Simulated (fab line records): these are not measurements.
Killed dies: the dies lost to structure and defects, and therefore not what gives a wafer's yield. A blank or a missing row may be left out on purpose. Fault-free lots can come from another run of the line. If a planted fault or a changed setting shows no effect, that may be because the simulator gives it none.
fab line records	flow n5-finfet
record lots=6	wafers=18	last-day=19
route steps=1938 shown FIN_SAQP@144 FIN_CUT@154 PASSIVATION@1936
lots that met no fault: taken from a fault-free run of the same line
start-h: hours from the record's opening day to when the first of the lot's shown wafers began	wait-h: hours since the lot's step before	" the same as in the row above	L1.1+2: a row that stands for several wafers	- no value, or no start given	* or withheld: withheld	< > ~ a bound
route shown NAME@n: a module of which the file shows steps, and the number in the route of the first	usual: mean and standard deviation over wafers with no fault	same: alike in all rows	chamber/n: place in a boat	sites: per-site readings	_std_site: their standard deviation	_edge_site: outer sites' mean less inner sites'	radius-mm: how far each site lies from the wafer's centre	mask NAME#n: copy n	behind: tool/chamber where the wafer was last shaped	hold: cause of the lot's hold/its duration in hours/its outcome	device: transistor that didn't switch, given as n, p or np	end of line: the tests these same wafers got at the end of their route	where a step has no rows: the recipe by itself	killed: dies that structure and defects cost at the first sort, which is not the same as the wafer's yield	map: a wafer's dies, x killed, . not, _ none there
set.NAME: setting as actually run; set.NAME@STEP: the setting as run at that earlier step	model.NAME: the simulator's own value behind a step, which no gauge read
lots at some steps of the route; a table a step, a row a wafer
services: the hour from which a tool's chamber was out of use, counted from the record's first day as start-h (under 0 if before that day), plus the number of hours and why
## steps
# step N5_FIN_SAQP_STRIP_77
# recipe chemistry=N2/H2	time-s=90	power-w=100	temp-c=40	pressure-mtorr=100	rf-frequency-hz=6e+07	bias-power-w=3	n2-flow-sccm=300	h2-flow-sccm=300
# usual chamber-pressure-mTorr=99.98/0.099	drypump-motor-current-A=5.50/0.22	oes-product-au=0.80/0.086	rf-vpp-V=45.3/0.84	showerhead-plenum-p-Torr=3.38/0.11	throttle-valve-pct=12.18/0.23
# same time-s=90
lot.wafer	tool	chamber	start-h	wait-h	chamber-pressure-mTorr	drypump-motor-current-A	oes-product-au	rf-hours-counter-h	rf-vpp-V	showerhead-plenum-p-Torr	throttle-valve-pct
L543.3	rie-diel-03	2	49.59	0.0	99.98	5.62	0.80	100	45.7	3.14	12.10
L543.4	"	3	"	"	100.04	5.29	1.00	-	45.7	3.45	12.12
L543.5	"	0	"	"	100.10	5.48	0.77	-	46.1	3.40	12.06
L545.1	rie-diel-03	2	62.94	0.0	100.12	5.60	0.79	103	44.9	3.14	12.13
L545.2	"	3	"	"	100.18	5.31	0.95	7	45.4	3.45	12.13
L545.5	"	0	"	"	100.02	5.45	0.76	-	45.8	3.40	12.08
L547.1	rie-diel-05	2	74.69	0.0	100.02	5.92	0.75	159	44.8	3.37	12.03
L547.3	"	1	"	"	99.94	5.57	0.69	218	46.5	3.48	12.54
L547.6	"	2	"	"	99.89	5.93	0.75	-	46.5	3.37	12.04
L554.3	rie-diel-06	0	116.77	0.0	99.99	5.58	0.76	158	45.6	3.23	12.31
L554.4	"	0	"	"	99.82	5.52	0.75	-	46.4	3.23	12.30
L554.5	"	2	"	"	99.85	5.30	0.73	-	45.8	3.37	12.04
L556.1	rie-diel-03	0	128.84	0.0	100.01	5.44	0.74	148	45.1	3.39	12.17
L556.3	"	1	"	"	99.89	5.43	0.92	22	45.6	3.43	11.74
L556.5	"	1	"	"	100.05	5.45	0.92	-	45.9	3.43	11.73
L558.3	rie-diel-05	3	140.22	0.0	99.79	5.62	0.94	17	43.4	3.45	11.89
L558.4	"	2	"	"	99.93	5.89	0.72	184	42.9	3.36	12.10
L558.6	"	1	"	"	100.12	5.56	0.68	-	45.6	3.46	12.60
# step N5_FIN_SAQP_HM_CD_35
# recipe target-cd-nm=8	polarity=line
# usual cd-nm=8.16/0.24
lot.wafer	tool	chamber	start-h	wait-h	cd-nm
L543.3	cd-sem-01	-	49.72	0.1	7.90
L543.4	"	-	"	"	8.04
L543.5	"	-	"	"	8.65
L545.1	cd-sem-03	-	63.07	0.1	7.80
L545.2	"	-	"	"	8.49
L545.5	"	-	"	"	7.86
L547.1	cd-sem-02	-	74.82	0.1	8.39
L547.3	"	-	"	"	7.96
L547.6	"	-	"	"	8.56
L554.3	cd-sem-03	-	116.90	0.1	8.57
L554.4	"	-	"	"	8.32
L554.5	"	-	"	"	8.43
L556.1	cd-sem-01	-	128.96	0.1	8.37
L556.3	"	-	"	"	7.73
L556.5	"	-	"	"	7.93
L558.3	cd-sem-01	-	140.35	0.1	8.15
L558.4	"	-	"	"	8.29
L558.6	"	-	"	"	8.03
# step N5_FIN_SAQP_ETCH_64
# recipe chemistry=CF4	target=SiO2	target-depth-a=15	ion-energy-ev=350	pressure-mtorr=10	icp-w=800	bias-w=400	cf4-flow-sccm=80
# usual chamber-pressure-mTorr=10.000/0.017	drypump-motor-current-A=5.8/0.35	oes-product-au=0.997/0.015	throttle-valve-pct=21.79/0.24
lot.wafer	tool	chamber	start-h	wait-h	chamber-pressure-mTorr	drypump-motor-current-A	oes-product-au	rf-hours-counter-h	throttle-valve-pct
L543.3	rie-si-01	1	49.77	0.0	9.990	5.5	1.021	2	21.55
L543.4	"	2	"	"	10.016	5.5	1.013	-	22.08
L543.5	"	1	"	"	9.996	5.4	1.019	-	21.53
L545.1	rie-si-03	3	63.11	0.0	10.001	5.4	0.989	97	21.80
L545.2	"	0	"	"	9.994	5.9	0.983	119	21.59
L545.5	"	2	"	"	9.997	6.1	0.992	-	21.89
L547.1	rie-si-01	2	74.87	0.0	9.992	5.5	1.002	8	22.10
L547.3	"	0	"	"	9.991	5.5	0.988	168	21.52
L547.6	"	3	"	"	9.994	6.1	0.991	-	22.06
L554.3	rie-si-03	3	116.94	0.0	10.009	5.4	0.975	98	21.78
L554.4	"	1	"	"	9.989	6.1	0.995	22	22.09
L554.5	"	0	"	"	9.991	5.9	0.976	-	21.60
L556.1	rie-si-06	3	129.01	0.0	9.984	5.1	0.990	76	21.84
L556.3	"	0	"	"	9.997	6.5	1.000	54	21.34
L556.5	"	0	"	"	9.984	6.5	1.010	-	21.35
L558.3	rie-si-01	3	140.39	0.0	10.004	6.0	0.997	146	22.05
L558.4	"	2	"	"	9.996	5.5	1.017	-	22.11
L558.6	"	3	"	"	9.985	6.0	0.999	-	22.06
# step N5_FIN_SAQP_FIN_ETCH_36
# recipe chemistry=HBr/Cl2/O2	target-depth-a=1200	mask-material=SiNx	time-s=50.4	bias-w=102	pressure-mtorr=10	icp-w=800	HBr_flow_sccm=150	Cl2_flow_sccm=80	O2_flow_sccm=12
# usual chamber-pressure-mTorr=10.001/0.009	drypump-motor-current-A=5.8/0.35	oes_o_777_au=1.00/0.031	oes-product-au=0.998/0.013	throttle-valve-pct=35.98/0.28
# same time-s=50.4
lot.wafer	tool	chamber	start-h	wait-h	chamber-pressure-mTorr	drypump-motor-current-A	oes_o_777_au	oes-product-au	rf-hours-counter-h	throttle-valve-pct
L543.3	rie-si-01	1	49.79	0.0	10.003	5.5	1.05	1.006	2	35.70
L543.4	"	2	"	"	10.011	5.5	1.01	1.006	-	36.30
L543.5	"	1	"	"	9.999	5.4	1.05	1.013	-	35.69
L545.1	rie-si-03	3	63.13	0.0	9.993	5.4	0.98	0.987	97	36.01
L545.2	"	0	"	"	10.000	5.9	0.95	0.982	119	35.74
L545.5	"	2	"	"	9.992	6.2	0.95	0.985	-	36.18
L547.1	rie-si-01	2	74.89	0.0	9.992	5.5	1.01	1.022	8	36.28
L547.3	"	0	"	"	10.012	5.5	0.98	0.988	168	35.62
L547.6	"	3	"	"	9.999	6.1	1.00	1.003	-	36.22
L554.3	rie-si-03	3	116.96	0.0	10.006	5.4	0.99	0.988	98	36.02
L554.4	"	1	"	"	10.012	6.1	1.02	0.994	22	36.30
L554.5	"	0	"	"	10.001	5.9	0.95	0.981	-	35.76
L556.1	rie-si-06	3	129.03	0.0	10.013	5.1	0.96	1.005	76	36.00
L556.3	"	0	"	"	10.000	6.5	1.03	1.013	54	35.49
L556.5	"	0	"	"	10.002	6.5	1.04	1.009	-	35.49
L558.3	rie-si-01	3	140.41	0.0	10.014	6.0	0.99	1.001	146	36.23
L558.4	"	2	"	"	9.999	5.5	1.01	1.014	-	36.31
L558.6	"	3	"	"	9.986	6.0	0.99	0.994	-	36.23
# step N5_FIN_SAQP_CD_MEAS_37
# recipe target-cd-nm=8	polarity=line
# usual cd-nm=8.13/0.23
lot.wafer	tool	chamber	start-h	wait-h	cd-nm
L543.3	cd-sem-03	-	49.91	0.1	7.90
L543.4	"	-	"	"	7.85
L543.5	"	-	"	"	8.36
L545.1	cd-sem-01	-	63.25	0.1	7.99
L545.2	"	-	"	"	7.94
L545.5	"	-	"	"	8.17
L547.1	cd-sem-03	-	75.01	0.1	8.15
L547.3	"	-	"	"	8.10
L547.6	"	-	"	"	8.33
L554.3	cd-sem-02	-	117.09	0.1	8.38
L554.4	"	-	"	"	8.05
L554.5	"	-	"	"	7.85
L556.1	cd-sem-03	-	129.15	0.1	8.20
L556.3	"	-	"	"	8.09
L556.5	"	-	"	"	8.22
L558.3	cd-sem-01	-	140.54	0.1	8.27
L558.4	"	-	"	"	8.24
L558.6	"	-	"	"	7.96
# step N5_FIN_SAQP_PRECLEAN_38
# recipe chemistry=O3/DIW	time-s=45	temp-c=22	o3-ppm=10
# step N5_FIN_SAQP_PRECLEAN_45
# recipe chemistry=dHF	time-s=10	dilution=500:1	temp-c=25
# step N5_FIN_SAQP_SRD_39
# recipe dry=ipa-marangoni	time-s=30	temp-c=23	rinse-liquid=diw
# step N5_FIN_SAQP_OCD_MEAS_76
# usual trench-depth-nm=120.2/1.3
lot.wafer	tool	chamber	start-h	wait-h	trench-depth-nm
L543.3	ocd-01	-	50.01	0.0	121.7
L543.4	"	-	"	"	119.6
L543.5	"	-	"	"	122.6
L545.1	ocd-02	-	63.35	0.0	119.2
L545.2	"	-	"	"	120.8
L545.5	"	-	"	"	119.7
L547.1	ocd-01	-	75.11	0.0	121.9
L547.3	"	-	"	"	119.0
L547.6	"	-	"	"	120.6
L554.3	ocd-01	-	117.19	0.0	119.0
L554.4	"	-	"	"	120.5
L554.5	"	-	"	"	120.0
L556.1	ocd-02	-	129.25	0.0	119.1
L556.3	"	-	"	"	120.7
L556.5	"	-	"	"	121.1
L558.3	ocd-01	-	140.63	0.0	120.9
L558.4	"	-	"	"	119.2
L558.6	"	-	"	"	120.0
# step N5_FIN_SAQP_INSPECT_40
# recipe inspect-instrument=brightfield	mode=aei
# usual raw-defect-count=244/77
lot.wafer	tool	chamber	start-h	wait-h	raw-defect-count
L543.3	defect-inspect-02	-	50.04	0.0	338
L543.4	"	-	"	"	219
L543.5	"	-	"	"	285
L545.1	defect-inspect-02	-	63.39	0.0	268
L545.2	"	-	"	"	201
L545.5	"	-	"	"	134
L547.1	defect-inspect-01	-	75.14	0.0	173
L547.3	"	-	"	"	147
L547.6	"	-	"	"	166
L554.3	defect-inspect-02	-	117.21	0.0	223
L554.4	"	-	"	"	176
L554.5	"	-	"	"	269
L556.1	defect-inspect-02	-	129.28	0.0	280
L556.3	"	-	"	"	285
L556.5	"	-	"	"	348
L558.3	defect-inspect-02	-	140.66	0.0	235
L558.4	"	-	"	"	149
L558.6	"	-	"	"	303
# step N5_FIN_CUT_COAT_18
# recipe resist=SOC	temp-c=250	time-s=60	spin-rpm=1500	resist-thk-nm=230
# step N5_FIN_CUT_COAT_19
# recipe resist=SiARC	temp-c=220	time-s=60	spin-rpm=1500	resist-thk-nm=20
# step N5_FIN_CUT_COAT_29
# recipe resist=underlayer	temp-c=205	time-s=60	spin-rpm=1500	resist-thk-nm=10
# usual spin-speed-rpm=1499.9/1.1
# same time-s=60
lot.wafer	tool	chamber	start-h	wait-h	spin-speed-rpm
L543.3	litho-track-04	0	50.07	-	1499.1
L543.4	"	0	"	"	1499.2
L543.5	"	0	"	"	1499.8
L545.1	litho-track-04	0	63.42	-	1497.8
L545.2	"	0	"	"	1498.7
L545.5	"	0	"	"	1499.7
L547.1	litho-track-02	0	75.17	-	1498.2
L547.3	"	0	"	"	1499.9
L547.6	"	0	"	"	1502.2
L554.3	litho-track-02	0	117.25	-	1552.1
L554.4	"	0	"	"	1554.0
L554.5	"	0	"	"	1552.4
L556.1	litho-track-02	0	129.32	-	1552.0
L556.3	"	0	"	"	1554.5
L556.5	"	0	"	"	1552.7
L558.3	litho-track-04	0	140.70	-	1499.9
L558.4	"	0	"	"	1499.1
L558.6	"	0	"	"	1498.6
# step N5_FIN_CUT_COAT_02
# recipe resist=CAR-EUV	spin-rpm=1500	resist-thk-nm=30
# step N5_FIN_CUT_EBR_04
# recipe solvent=PGMEA	ebr-width-mm=1.5
# step N5_FIN_CUT_SOFTBAKE_03
# recipe temp-c=110	time-s=60	resist=CAR-EUV
# step N5_FIN_CUT_EXPOSE_05
# recipe mask-id=FIN_CUT	na=0.33	source-shape=annular	sigma-inner=0.35	sigma-outer=0.8	polarization=unpolarized	dose-mj=45.75
# step N5_FIN_CUT_PEB_06
# recipe peb-temp-c=100	peb-time-s=60	resist=CAR-EUV
# step N5_FIN_CUT_DEVELOP_07
# recipe develop-time-s=30	developer=TMAH	resist=CAR-EUV	rinse-liquid=surfactant-rinse	dry=air-spin	dev-temp-c=23
# step N5_FIN_CUT_CD_MEAS_08
# recipe target-cd-nm=29.1	landing-energy-ev=500	detector=se-inlens	polarity=opening
# usual cd-nm=29.05/0.22
lot.wafer	tool	chamber	start-h	wait-h	cd-nm
L543.3	cd-sem-03	0	50.34	-	28.72
L543.4	"	0	"	"	28.93
L543.5	"	0	"	"	29.19
L545.1	cd-sem-01	0	63.81	-	29.50
L545.2	"	0	"	"	29.14
L545.5	"	0	"	"	29.49
L547.1	cd-sem-03	0	75.44	-	28.93
L547.3	"	0	"	"	29.22
L547.6	"	0	"	"	29.05
L554.3	cd-sem-03	0	117.52	-	28.96
L554.4	"	0	"	"	28.95
L554.5	"	0	"	"	28.82
L556.1	cd-sem-02	0	129.58	-	29.25
L556.3	"	0	"	"	29.19
L556.5	"	0	"	"	29.17
L558.3	cd-sem-01	0	140.97	-	28.81
L558.4	"	0	"	"	28.64
L558.6	"	0	"	"	28.66
# step N5_FIN_CUT_OVL_MEAS_09
# recipe points-per-wafer=522
# usual FIN_CUT_OVL=-0.2/0.63
lot.wafer	tool	chamber	start-h	wait-h	FIN_CUT_OVL[nm]
L543.3	overlay-01	0	50.38	0.0	-1.1
L543.4	"	0	"	"	-0.5
L543.5	"	0	"	"	-0.7
L545.1	overlay-02	0	63.84	0.0	-0.7
L545.2	"	0	"	"	0.2
L545.5	"	0	"	"	0.1
L547.1	overlay-01	0	75.47	0.0	-0.4
L547.3	"	0	"	"	-0.4
L547.6	"	0	"	"	-0.3
L554.3	overlay-02	0	117.56	0.0	0.1
L554.4	"	0	"	"	0.9
L554.5	"	0	"	"	0.1
L556.1	overlay-02	0	129.61	0.0	-1.4
L556.3	"	0	"	"	1.0
L556.5	"	0	"	"	-0.3
L558.3	overlay-01	0	141.01	0.0	-0.8
L558.4	"	0	"	"	-1.1
L558.6	"	0	"	"	-0.3
# step N5_FIN_CUT_INSPECT_10
# recipe mode=adi	inspect-instrument=brightfield
# usual raw-defect-count=44/13
lot.wafer	tool	chamber	start-h	wait-h	raw-defect-count
L543.3	defect-inspect-02	-	50.44	0.1	52
L543.4	"	-	"	"	35
L543.5	"	-	"	"	44
L545.1	defect-inspect-02	-	63.90	0.1	53
L545.2	"	-	"	"	39
L545.5	"	-	"	"	15
L547.1	defect-inspect-01	-	75.53	0.1	34
L547.3	"	-	"	"	34
L547.6	"	-	"	"	32
L554.3	defect-inspect-02	-	117.61	0.0	36
L554.4	"	-	"	"	40
L554.5	"	-	"	"	59
L556.1	defect-inspect-02	-	129.67	0.1	38
L556.3	"	-	"	"	41
L556.5	"	-	"	"	52
L558.3	defect-inspect-02	-	141.05	0.0	45
L558.4	"	-	"	"	34
L558.6	"	-	"	"	52
# step N5_FIN_CUT_DESCUM_13
# recipe chemistry=O2	time-s=7	source-power-w=50	bias-power-w=20	pressure-mtorr=20	rf-frequency-hz=2.712e+07	temp-c=40	resist=CAR-EUV	o2-flow-sccm=225
# usual chamber-pressure-mTorr=19.999/0.019	drypump-motor-current-A=5.5/0.45	oes-product-au=0.76/0.057	rf-vpp-V=243.7/1.5	showerhead-plenum-p-Torr=2.13/0.074	throttle-valve-pct=20.43/0.21
# same time-s=7
lot.wafer	tool	chamber	start-h	wait-h	chamber-pressure-mTorr	drypump-motor-current-A	oes-product-au	rf-hours-counter-h	rf-vpp-V	showerhead-plenum-p-Torr	throttle-valve-pct
L543.3	rie-diel-02	3	50.47	0.0	19.967	5.5	0.87	43	244.8	2.21	20.08
L543.4	"	0	"	"	20.027	5.0	0.71	159	243.8	2.18	20.49
L543.5	"	3	"	"	19.988	5.5	0.87	-	245.0	2.21	20.08
L545.1	rie-diel-04	2	64.03	0.1	20.021	5.5	0.75	155	242.3	2.08	20.43
L545.2	"	3	"	"	20.018	5.6	0.80	104	243.2	2.11	20.26
L545.5	"	3	"	"	19.986	5.7	0.79	-	243.3	2.11	20.26
L547.1	rie-diel-04	3	75.56	0.0	19.967	5.6	0.79	108	245.2	2.11	20.28
L547.3	"	0	"	"	20.004	6.1	0.72	215	244.7	2.16	20.71
L547.6	"	1	"	"	20.005	6.1	0.71	-	239.7	1.99	20.42
L554.3	rie-diel-04	0	117.64	0.0	19.989	6.1	0.71	227	246.3	2.16	20.75
L554.4	"	2	"	"	19.945	5.5	0.73	170	244.2	2.08	20.46
L554.5	"	2	"	"	20.009	5.5	0.73	-	242.6	2.08	20.45
L556.1	rie-diel-04	3	129.71	0.0	20.041	5.7	0.78	121	242.7	2.11	20.30
L556.3	"	0	"	"	20.011	6.1	0.71	231	244.0	2.16	20.74
L556.5	"	1	"	"	19.979	6.1	0.69	-	241.2	1.98	20.46
L558.3	rie-diel-02	1	141.09	0.0	20.033	5.0	0.77	137	244.7	2.19	20.19
L558.4	"	3	"	"	19.976	5.5	0.83	-	245.3	2.20	20.14
L558.6	"	1	"	"	19.986	5.0	0.77	-	243.8	2.19	20.18
# step N5_FIN_CUT_ETCH_30
# recipe chemistry=N2/H2	target=underlayer	target-depth-a=130	mask-material=CAR-EUV	time-s=10.4	ion-energy-ev=200	pressure-mtorr=30	source-w=840	bias-w=150	n2-flow-sccm=200	h2-flow-sccm=200	ends=cleared
# usual chamber-pressure-mTorr=30.00/0.03	drypump-motor-current-A=5.5/0.45	etch-rf-on-time-s=10.47/0.18	oes-product-au=0.64/0.051	rf-vpp-V=525.1/2.7	showerhead-plenum-p-Torr=2.59/0.091	throttle-valve-pct=17.87/0.23
lot.wafer	tool	chamber	start-h	wait-h	chamber-pressure-mTorr	drypump-motor-current-A	etch-rf-on-time-s	oes-product-au	rf-hours-counter-h	rf-vpp-V	showerhead-plenum-p-Torr	throttle-valve-pct	model.etch.depth-nm
L543.3	rie-diel-02	3	50.51	0.0	30.01	5.5	10.58	0.73	43	527.8	2.70	17.51	10.02
L543.4	"	0	"	"	30.07	5.0	10.60	0.61	159	527.6	2.65	17.96	10.03
L543.5	"	3	"	"	30.00	5.5	10.60	0.73	-	529.3	2.70	17.50	9.984
L545.1	rie-diel-04	2	64.06	0.0	30.00	5.5	10.59	0.64	155	523.1	2.54	17.90	9.997
L545.2	"	3	"	"	29.96	5.7	10.25	0.69	104	525.2	2.56	17.66	10.04
L545.5	"	3	"	"	30.04	5.7	10.17	0.70	-	525.0	2.56	17.67	10.01
L547.1	rie-diel-04	3	75.60	0.0	30.00	5.7	10.18	0.68	108	523.8	2.55	17.67	10.01
L547.3	"	0	"	"	29.95	6.1	10.55	0.61	215	527.1	2.62	18.16	9.996
L547.6	"	1	"	"	29.97	6.1	10.38	0.60	-	521.0	2.42	17.84	10.01
L554.3	rie-diel-04	0	117.67	0.0	29.99	6.1	10.52	0.60	227	526.6	2.62	18.19	9.858
L554.4	"	2	"	"	29.95	5.5	10.57	0.63	170	525.0	2.53	17.91	9.862
L554.5	"	2	"	"	29.99	5.5	10.60	0.62	-	524.3	2.53	17.91	9.863
L556.1	rie-diel-04	3	129.74	0.0	29.97	5.6	10.11	0.66	121	525.3	2.55	17.69	9.857
L556.3	"	0	"	"	30.02	6.1	10.62	0.60	231	525.7	2.62	18.21	9.873
L556.5	"	1	"	"	30.01	6.1	10.23	0.58	-	519.8	2.41	17.87	9.867
L558.3	rie-diel-02	1	141.12	0.0	30.00	5.1	10.22	0.66	137	527.2	2.66	17.65	9.937
L558.4	"	3	"	"	29.99	5.5	10.45	0.71	-	529.6	2.69	17.55	9.957
L558.6	"	1	"	"	29.98	5.1	10.34	0.65	-	527.9	2.66	17.64	9.964
# step N5_FIN_CUT_ETCH_20
# recipe chemistry=CF4	target=SiARC	target-depth-a=260	mask-material=CAR-EUV	time-s=43.3	ion-energy-ev=80	pressure-mtorr=40	source-w=545	bias-w=36	Ar_flow_sccm=100	cf4-flow-sccm=100	ends=cleared
# usual chamber-pressure-mTorr=40.01/0.074	drypump-motor-current-A=5.5/0.45	etch-rf-on-time-s=43.6/0.75	oes-product-au=0.65/0.051	rf-vpp-V=184.6/1.1	showerhead-plenum-p-Torr=2.18/0.071	throttle-valve-pct=15.63/0.2
lot.wafer	tool	chamber	start-h	wait-h	chamber-pressure-mTorr	drypump-motor-current-A	etch-rf-on-time-s	oes-product-au	rf-hours-counter-h	rf-vpp-V	showerhead-plenum-p-Torr	throttle-valve-pct
L543.3	rie-diel-02	3	50.53	0.0	40.00	5.5	43.1	0.74	43	184.3	2.26	15.30
L543.4	"	0	"	"	39.96	5.0	43.8	0.62	159	184.9	2.22	15.68
L543.5	"	3	"	"	39.97	5.5	43.2	0.74	-	184.9	2.26	15.30
L545.1	rie-diel-04	2	64.08	0.0	40.03	5.5	44.4	0.63	155	183.9	2.14	15.65
L545.2	"	3	"	"	39.99	5.6	42.8	0.69	104	186.1	2.16	15.40
L545.5	"	3	"	"	40.03	5.6	43.0	0.68	-	184.1	2.16	15.43
L547.1	rie-diel-04	3	75.62	0.0	40.01	5.6	42.8	0.68	108	184.3	2.16	15.43
L547.3	"	0	"	"	39.96	6.1	44.6	0.61	215	184.8	2.20	15.87
L547.6	"	1	"	"	39.97	6.1	43.6	0.60	-	181.7	2.04	15.69
L554.3	rie-diel-04	0	117.69	0.0	40.00	6.1	44.5	0.60	227	186.0	2.20	15.91
L554.4	"	2	"	"	39.94	5.5	44.5	0.62	170	184.2	2.13	15.67
L554.5	"	2	"	"	40.02	5.5	44.6	0.62	-	184.9	2.13	15.65
L556.1	rie-diel-04	3	129.76	0.0	40.00	5.6	43.0	0.67	121	184.4	2.15	15.44
L556.3	"	0	"	"	40.03	6.1	44.5	0.60	231	184.7	2.20	15.91
L556.5	"	1	"	"	40.00	6.1	43.6	0.59	-	182.9	2.04	15.73
L558.3	rie-diel-02	1	141.14	0.0	40.03	5.1	43.3	0.66	137	184.1	2.24	15.38
L558.4	"	3	"	"	40.00	5.5	43.6	0.70	-	186.0	2.25	15.34
L558.6	"	1	"	"	39.99	5.0	42.9	0.66	-	186.1	2.24	15.40
# step N5_PASSIVATION_PROBE_49
# usual killed_at_M0_to_M3=36/11	killed_at_M4_up=13/5.1	killed-at-contacts=14/4.9	killed-at-front-end=41/10	killed-at-other=3.4/2.6	killed-dies=107/16	killed-open=70/11	killed-short=36/7.8
# same gross-dies=1180	killed-at-back-side=0
lot.wafer	tool	chamber	start-h	wait-h	killed_at_M0_to_M3	killed_at_M4_up	killed-at-contacts	killed-at-front-end	killed-at-other	killed-dies	killed-open	killed-short
L543.3	prober-01	-	333.13	0.1	28	9	16	44	2	99	68	31
# killed by level:class
L543.3 FIN_SAQP:geometric-particle:open=14 MOL_CONTACT_COAG:geometric-particle:open=12 FIN_SAQP:geometric-particle:short=9 BEOL_M3:geometric-particle:open=8 BEOL_M1:geometric-particle:open=6 DUMMY_GATE:geometric-particle:open=4 MOL_CONTACT_COAG:geometric-particle:short=4 BEOL_M0_SAQP:geometric-particle:open=4
## services
tool	chamber	start-h	hours	kind
rie-diel-03	3	29.95	-	clean
rie-diel-03	3	29.95	-	consumable-replace:focus-ring
rie-diel-03	3	29.95	19.5	scheduled-down
rie-diel-03	3	29.95	19.5	vent-cycle
rie-diel-03	2	30.72	2.5	repair
rie-si-06	0	36.93	2.3	repair
rie-diel-04	3	40.64	4.0	repair
rie-si-01	-	40.80	0.2	repair
rie-diel-03	1	49.50	-	clean
rie-diel-03	1	49.50	-	consumable-replace:focus-ring
rie-diel-03	1	49.50	19.6	scheduled-down
rie-diel-03	1	49.50	19.6	vent-cycle
litho-track-02	-	52.75	-	consumable-replace:filter
rie-diel-03	2	52.97	7.7	repair
rie-si-01	1	57.50	3.5	repair
rie-diel-04	3	87.56	2.5	repair
rie-si-03	3	89.36	2.0	repair
rie-si-03	-	95.23	0.8	repair
rie-diel-02	0	100.91	6.0	repair
rie-si-03	-	110.33	0.7	repair
rie-diel-06	1	110.57	8.0	repair
rie-si-01	-	115.94	0.4	repair
rie-diel-02	2	137.47	6.3	repair
rie-si-01	0	140.30	7.5	repair
## key
first-sign step=N5_FIN_CUT_COAT_29	reading=spin-speed-rpm	direction=up	sigmas=48	usual=*	struck=*
effect none on later readings
model-effect step=N5_FIN_CUT_ETCH_30	value=etch.depth-nm	without=10.04	struck=9.863
met-at N5_FIN_CUT_COAT_29
struck-wafers L554.3,L554.4,L554.5,L556.1,L556.3,L556.5
tester-left-out L554,L556
onset-between 75.17 117.25
fault kind=process-parameter-drift	tool=litho-track-02	chamber=-	onset-h=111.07	steps=N5_FIN_CUT_COAT_29	channel=spin-rpm	offset=*	shape=step	end-h=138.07	acts-in=*	stated=*
# tester-left-out: of these lots the tester's yield and bins aren't shown, on N5 and GAA mostly nor the transistor test; their killed dies are dies lost to structure and defects alone, not to doping, threshold or leakage, so they don't give the yield
